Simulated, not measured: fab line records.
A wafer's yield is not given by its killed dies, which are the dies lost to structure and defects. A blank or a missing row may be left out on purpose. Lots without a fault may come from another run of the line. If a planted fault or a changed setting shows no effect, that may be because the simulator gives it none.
Lot-split experiment :: flow n5-finfet :: route with 1938 steps; 7 lots, 21 wafers read

== THE SPLIT ==
At N5_BEOL_M7_EXPOSE_25 (exposes mask V6, target cd 40 nm), the setting dose-mj was moved away from the recipe's 42.5 on 4 of the 21 wafers read, by +2.7% to +4.8%. The other wafers ran this setting at the recipe's value.

== FROM THE SPLIT TO THE READING: what the file shows between them, 3 steps ==
- N5_BEOL_M7_PEB_26: peb time 60 s
- N5_BEOL_M7_DEVELOP_27: develop time 30 s
- N5_BEOL_M7_DESCUM_33: chemistry O2, time 7 s

== THE READING ==
BEOL_M7.cd-nm (the simulator's own value, which no gauge read), in nm, at N5_BEOL_M7_ETCH_72 (etches underlayer in N2/H2, target depth 6.5 nm, time 5.2 s). There is no usual value for it anywhere in the file. Across the 17 wafers here that went through the recipe, the average is 40.0 nm and the standard deviation 0.16 nm.

wafer: L077.1
tool, chamber at the split: euv-scanner-02, 0
dose-mj as run: 42.5
against the recipe: recipe
BEOL_M7.cd-nm, nm: 40
against lot-mates on the recipe: -

wafer: L077.4
tool, chamber at the split: euv-scanner-02, 0
dose-mj as run: 42.5
against the recipe: recipe
BEOL_M7.cd-nm, nm: 40
against lot-mates on the recipe: -

wafer: L077.6
tool, chamber at the split: euv-scanner-02, 0
dose-mj as run: 42.5
against the recipe: recipe
BEOL_M7.cd-nm, nm: 40.2
against lot-mates on the recipe: -

wafer: L079.2
tool, chamber at the split: euv-scanner-01, 0
dose-mj as run: 44.56
against the recipe: +4.8%
BEOL_M7.cd-nm, nm: 41
against lot-mates on the recipe: +0.9

wafer: L079.4
tool, chamber at the split: euv-scanner-01, 0
dose-mj as run: 42.5
against the recipe: recipe
BEOL_M7.cd-nm, nm: 40
against lot-mates on the recipe: -

wafer: L079.5
tool, chamber at the split: euv-scanner-01, 0
dose-mj as run: 42.5
against the recipe: recipe
BEOL_M7.cd-nm, nm: 40.2
against lot-mates on the recipe: -

wafer: L088.1
tool, chamber at the split: euv-scanner-01, 0
dose-mj as run: 43.65
against the recipe: +2.7%
BEOL_M7.cd-nm, nm: 40.8
against lot-mates on the recipe: +0.8

wafer: L088.5
tool, chamber at the split: euv-scanner-01, 0
dose-mj as run: 43.65
against the recipe: +2.7%
BEOL_M7.cd-nm, nm: 40.6
against lot-mates on the recipe: +0.6

wafer: L088.6
tool, chamber at the split: euv-scanner-01, 0
dose-mj as run: 42.5
against the recipe: recipe
BEOL_M7.cd-nm, nm: 40
against lot-mates on the recipe: -

wafer: L095.2
tool, chamber at the split: euv-scanner-02, 0
dose-mj as run: 42.5
against the recipe: recipe
BEOL_M7.cd-nm, nm: 39.8
against lot-mates on the recipe: -

wafer: L095.5
tool, chamber at the split: euv-scanner-02, 0
dose-mj as run: 42.5
against the recipe: recipe
BEOL_M7.cd-nm, nm: 40
against lot-mates on the recipe: -

wafer: L095.6
tool, chamber at the split: euv-scanner-02, 0
dose-mj as run: 44.47
against the recipe: +4.6%
BEOL_M7.cd-nm, nm: 40.6
against lot-mates on the recipe: +0.7

wafer: L094.1
tool, chamber at the split: euv-scanner-02, 0
dose-mj as run: 42.5
against the recipe: recipe
BEOL_M7.cd-nm, nm: 40
against lot-mates on the recipe: -

wafer: L094.3
tool, chamber at the split: euv-scanner-02, 0
dose-mj as run: 42.5
against the recipe: recipe
BEOL_M7.cd-nm, nm: 40
against lot-mates on the recipe: -

wafer: L094.4
tool, chamber at the split: euv-scanner-02, 0
dose-mj as run: 42.5
against the recipe: recipe
BEOL_M7.cd-nm, nm: 40
against lot-mates on the recipe: -

wafer: L089.1
tool, chamber at the split: euv-scanner-01, 0
dose-mj as run: 42.5
against the recipe: recipe
BEOL_M7.cd-nm, nm: 39.8
against lot-mates on the recipe: -

wafer: L089.2
tool, chamber at the split: euv-scanner-01, 0
dose-mj as run: 42.5
against the recipe: recipe
BEOL_M7.cd-nm, nm: 40
against lot-mates on the recipe: -

wafer: L089.6
tool, chamber at the split: euv-scanner-01, 0
dose-mj as run: 42.5
against the recipe: recipe
BEOL_M7.cd-nm, nm: 39.6
against lot-mates on the recipe: -

wafer: L092.1
tool, chamber at the split: euv-scanner-01, 0
dose-mj as run: 42.5
against the recipe: recipe
BEOL_M7.cd-nm, nm: 40
against lot-mates on the recipe: -

wafer: L092.4
tool, chamber at the split: euv-scanner-01, 0
dose-mj as run: 42.5
against the recipe: recipe
BEOL_M7.cd-nm, nm: 40
against lot-mates on the recipe: -

wafer: L092.2
tool, chamber at the split: euv-scanner-01, 0
dose-mj as run: 42.5
against the recipe: recipe
BEOL_M7.cd-nm, nm: 39.6
against lot-mates on the recipe: -

FIT RESULTS
A straight line over all 21 wafers: BEOL_M7.cd-nm changes by +0.201 nm for each +1% of dose-mj; r = +0.87; the points scatter about the line by 0.18 nm.
The same after taking each lot's own level away (the mean of its wafers on the recipe; 21 wafers): +0.189 nm for each +1%; r = +0.91; scatter 0.14 nm.
According to that fit, moving dose-mj by its largest amount changes the reading by 0.92 nm.
Across the lots, their own levels run from 39.80 to 40.10 nm, a range of 1.9 times the standard deviation given above.
So the lot-to-lot level changes the slope little: the two slopes agree.
Check: for one of the wafers moved furthest among these (+4.8%), held out of the fit, the line's prediction against its lot-mates is +0.941 nm. Against them it came out at +0.9 nm.

== OTHER SPLITS APPLIED TO THESE WAFERS ==
Before the reading, these wafers also passed through other splits. Each is held against what the fit with the lots' levels taken away leaves over:
other split on the same wafers: N5_BEOL_M5_TRENCH_ETCH_37 bias-w
wafers away from the commonest value: 11
r with BEOL_M7.cd-nm (lot level and that fit taken away): +0.12

other split on the same wafers: N5_BEOL_M5_ETCH_41 source-w
wafers away from the commonest value: 11
r with BEOL_M7.cd-nm (lot level and that fit taken away): +0.03

other split on the same wafers: N5_BEOL_M6_TRENCH_ETCH_37 time-s
wafers away from the commonest value: 7
r with BEOL_M7.cd-nm (lot level and that fit taken away): +0.51

== THE WHOLE CHAIN: every reading that the file lists as answering this split, in the file's order ==
step: N5_BEOL_M7_DESCUM_33
what it does: chemistry O2, time 7 s
reading: BEOL_M7.cd-nm (the simulator's own value, which no gauge read)
change (the file's fit): +0.195 nm for each +1% of the setting
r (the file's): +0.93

step: N5_BEOL_M7_ETCH_72
what it does: etches underlayer in N2/H2, target depth 6.5 nm, time 5.2 s
reading: BEOL_M7.cd-nm (the simulator's own value, which no gauge read)
change (the file's fit): +0.182 nm for each +1% of the setting
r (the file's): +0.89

== THE FILE'S OWN FIT ==
BEOL_M7.cd-nm changes by +0.182 nm for each +1% of dose-mj, r = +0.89.
